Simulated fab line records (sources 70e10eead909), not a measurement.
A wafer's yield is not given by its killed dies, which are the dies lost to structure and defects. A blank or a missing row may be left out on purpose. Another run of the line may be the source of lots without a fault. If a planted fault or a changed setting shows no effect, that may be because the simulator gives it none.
Which of the tools did it? | flow nand-harc | 42 wafers from 14 lots sampled at 6 of the route's 1159 steps

== WHAT THE GAUGES SHOWED, per wafer ==
NHARC_A_SOURCE_PLATE_THK_MEAS_06: measures by ellipsometry. Usual: thk-nm 199.1 nm, standard deviation 2.3.
lot  | measured     | on            | thk-nm (nm)       | flag
L935 | day 7 23:53  | film-metro-02 | 199.0 202.6 200.0 |
L936 | day 8 06:09  | film-metro-01 | 197.2 197.2 196.1 |
L939 | day 8 06:10  | film-metro-02 | 198.6 199.0 199.8 |
L938 | day 8 09:25  | film-metro-02 | 194.8 195.0 198.3 |
L937 | day 8 14:41  | film-metro-01 | 197.4 196.1 195.9 |
L940 | day 9 07:18  | film-metro-02 | 202.1 203.9 202.5 |
L943 | day 10 01:43 | film-metro-02 | 197.1 201.1 200.7 |
L946 | day 10 18:22 | film-metro-02 | 193.7 195.6 198.1 |
L949 | day 11 14:14 | film-metro-02 | 197.0 198.0 196.5 |
L951 | day 12 00:01 | film-metro-01 | 199.5 199.9 196.4 |
L954 | day 12 15:50 | film-metro-01 | 202.0 200.1 200.5 |
L953 | day 12 15:50 | film-metro-02 | 197.1 195.1 198.5 |
L955 | day 12 21:10 | film-metro-01 | 199.4 199.4 199.8 |
L956 | day 13 08:07 | film-metro-01 | 197.5 198.9 197.4 |

NHARC_A_ONON_D1_THK_MEAS_14: measures by ellipsometry. Usual: thk-nm 1001 nm, standard deviation 6.6.
lot  | measured     | on            | thk-nm (nm)    | flag
L935 | day 8 02:49  | film-metro-01 | 1000 1002 1001 |
L936 | day 8 09:05  | film-metro-02 | 1015 1017 1017 |
L939 | day 8 09:05  | film-metro-01 | 999 999 997    |
L938 | day 8 12:21  | film-metro-01 | 1009 1009 1008 |
L937 | day 8 17:38  | film-metro-02 | 998 996 996    |
L940 | day 9 10:12  | film-metro-01 | 997 998 999    |
L943 | day 10 04:39 | film-metro-02 | 1003 1002 1002 |
L946 | day 10 21:19 | film-metro-02 | 995 996 997    |
L949 | day 11 17:09 | film-metro-02 | 992 993 990    |
L951 | day 12 02:56 | film-metro-01 | 1356 1001 1355 | OFF
L954 | day 12 18:48 | film-metro-01 | 996 995 997    |
L953 | day 12 18:44 | film-metro-01 | 1362 1008 1359 | OFF
L955 | day 13 00:04 | film-metro-02 | 998 997 996    |
L956 | day 13 11:05 | film-metro-01 | 982 983 982    |

NHARC_A_ONON_D1_THK_MEAS_34: measures by ellipsometry. Usual: thk-nm 199.7 nm, standard deviation 2.7.
lot  | measured     | on            | thk-nm (nm)       | flag
L935 | day 8 12:40  | film-metro-02 | 196.3 198.7 202.1 |
L936 | day 8 18:59  | film-metro-02 | 199.3 197.8 202.5 |
L939 | day 8 19:02  | film-metro-01 | 198.2 202.5 203.9 |
L938 | day 8 22:27  | film-metro-02 | 195.2 198.6 200.2 |
L937 | day 9 03:34  | film-metro-01 | 195.6 198.8 198.3 |
L940 | day 9 22:00  | film-metro-02 | 195.4 200.1 200.3 |
L943 | day 10 15:28 | film-metro-02 | 198.3 201.1 203.1 |
L946 | day 11 07:39 | film-metro-01 | 196.7 200.1 201.3 |
L949 | day 12 03:17 | film-metro-02 | 197.9 198.0 202.6 |
L951 | day 12 13:53 | film-metro-02 | 195.3 195.1 198.4 |
L954 | day 13 04:32 | film-metro-01 | 201.9 196.4 197.7 |
L953 | day 13 04:32 | film-metro-01 | 197.9 197.6 200.8 |
L955 | day 13 10:12 | film-metro-02 | 198.6 201.0 205.8 |
L956 | day 13 23:03 | film-metro-02 | 200.3 198.7 200.8 |

NHARC_A_ONON_D1_INSPECT_32. Usual: raw-defect-count 74, standard deviation 30.
lot  | measured     | on                | raw-defect-count | flag
L935 | day 8 12:46  | defect-inspect-01 | 51 62 92         |
L936 | day 8 19:03  | defect-inspect-02 | 68 60 35         |
L939 | day 8 19:07  | defect-inspect-01 | 78 78 104        |
L938 | day 8 22:32  | defect-inspect-01 | 64 57 51         |
L937 | day 9 03:38  | defect-inspect-01 | 71 120 57        |
L940 | day 9 22:04  | defect-inspect-01 | 24 56 59         |
L943 | day 10 15:34 | defect-inspect-02 | 158 86 169       |
L946 | day 11 07:44 | defect-inspect-01 | 43 63 37         |
L949 | day 12 03:22 | defect-inspect-01 | 63 69 69         |
L951 | day 12 13:57 | defect-inspect-02 | 60 53 65         |
L954 | day 13 04:37 | defect-inspect-01 | 64 94 33         |
L953 | day 13 04:35 | defect-inspect-02 | 67 134 96        |
L955 | day 13 10:17 | defect-inspect-02 | 76 50 53         |
L956 | day 13 23:07 | defect-inspect-01 | 60 62 143        |

NHARC_END_SORT_01. Usual: killed-at-array 28, standard deviation 12; killed-at-other 0.8, standard deviation 1.1; killed-at-periphery 3.6, standard deviation 2.3; killed-dies 32, standard deviation 12; killed-open 3.4, standard deviation 1.9; killed-short 2.0, standard deviation 1.3.
lot  | measured     | on        | killed-at-array | killed-at-other | killed-at-periphery | killed-dies | killed-open | killed-short | flag
L936 | day 19 16:44 | prober-02 | 26 28 29        | 0 1 0           | 8 2 5               | 34 31 34    | 2 3 3       | 3 3 4        |
L939 | day 20 01:14 | prober-02 | 27 24 17        | 0 0 0           | 2 3 3               | 29 27 20    | 5 6 2       | 0 3 2        |
L937 | day 20 09:02 | prober-02 | 9 13 13         | 0 0 1           | 4 4 3               | 13 17 17    | 5 5 5       | 1 0 3        |
L940 | day 21 04:14 | prober-01 | 14 13           | 2 0             | 4 6                 | 20 19       | 2 4         | 1 2          |
L943 | day 21 17:19 | prober-01 | 21 18 13        | 0 2 0           | 4 2 3               | 25 22 16    | 3 4 2       | 3 3 0        |
L946 | day 22 00:01 | prober-02 | 18 11 9         | 0 1 0           | 5 5 8               | 23 17 17    | 3 2 1       | 2 1 2        |
L955 | day 25 02:13 | prober-02 | 34 36 38        | 1 1 1           | 3 5 4               | 38 42 43    | 5 3 0       | 2 1 3        |

== WHICH TOOL RAN EACH LOT (tool, then ch and the chambers of the sampled wafers, then the start) ==
lot  | NHARC_A_ONON_D1_DEP_12
L935 | pecvd-onon-02 ch 0, day 8 02:17
L936 | pecvd-onon-02 ch 0, day 8 08:34
L939 | pecvd-onon-04 ch 0, day 8 08:38
L938 | pecvd-onon-04 ch 0, day 8 11:51
L937 | pecvd-onon-02 ch 0, day 8 17:11
L940 | pecvd-onon-02 ch 0, day 9 09:45
L943 | pecvd-onon-01 ch 0, day 10 04:16
L946 | pecvd-onon-02 ch 0, day 10 20:49
L949 | pecvd-onon-04 ch 0, day 11 16:38
L951 | pecvd-onon-02 ch 0, day 12 02:29
L954 | pecvd-onon-01 ch 0, day 12 18:17
L953 | pecvd-onon-02 ch 0, day 12 18:17
L955 | pecvd-onon-01 ch 0, day 12 23:37
L956 | pecvd-onon-04 ch 0, day 13 10:34
- NHARC_A_ONON_D1_DEP_12: target thk 1000 nm.

== AS READ BY THE TOOLS THEMSELVES (means over the sampled wafers that have a number; for cases with no such wafer, the mark the record gives instead) ==
NHARC_A_ONON_D1_DEP_12. Usual: n2-flow-sccm 2752 sccm, standard deviation 9.7; nh3-flow-sccm 500.3 sccm, standard deviation 1.4.
lot  | tool          | n2-flow-sccm (sccm) | nh3-flow-sccm (sccm) | flag
L935 | pecvd-onon-02 | 2758                | 499.8                |
L936 | pecvd-onon-02 | 2743                | 500.6                |
L939 | pecvd-onon-04 | 2759                | 499.9                |
L938 | pecvd-onon-04 | 2748                | 499.2                |
L937 | pecvd-onon-02 | 2766                | 500.8                |
L940 | pecvd-onon-02 | 2747                | 500.2                |
L943 | pecvd-onon-01 | 2742                | 499.4                |
L946 | pecvd-onon-02 | 2745                | 500.8                |
L949 | pecvd-onon-04 | 2755                | 501.1                |
L951 | pecvd-onon-02 | 2743                | 500.0                |
L954 | pecvd-onon-01 | 2744                | 502.5                |
L953 | pecvd-onon-02 | 2745                | 501.8                |
L955 | pecvd-onon-01 | 2757                | 499.8                |
L956 | pecvd-onon-04 | 2752                | 501.3                |

== THE ANSWER, worked out from the rows above alone ==
Rule: a lot is off if the mean of its wafers that have a number lies more than 3 standard deviations from the usual mean. A lot without any number at a reading at which 4 lots or more have one is off too. The other lots that the step has rows for count as sound. First the gauges in route order, then the tools' own readings, where a lot's mean is used as printed above. The first step at which some lot is off is used, and at that step the reading that is off furthest; a lot without a number counts as furthest.
Off: L951, L953, at NHARC_A_ONON_D1_THK_MEAS_14 (thk-nm).
If a tool, at a process step before that reading, ran all the lots that are off and no sound lot after the first of them, it fits. Gauges at NHARC_A_ONON_D1_THK_MEAS_14: tried the same way as those tools. One fits: pecvd-onon-02 at NHARC_A_ONON_D1_DEP_12. Its last sound lot is L946 (day 10 20:49), its first lot that is off L951 (day 12 02:29): a fault that began between those two fits.

== WHAT THE SIMULATOR PUT IN ==
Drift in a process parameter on pecvd-onon-02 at NHARC_A_ONON_D1_DEP_12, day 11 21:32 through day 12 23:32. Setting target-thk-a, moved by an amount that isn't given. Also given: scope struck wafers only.
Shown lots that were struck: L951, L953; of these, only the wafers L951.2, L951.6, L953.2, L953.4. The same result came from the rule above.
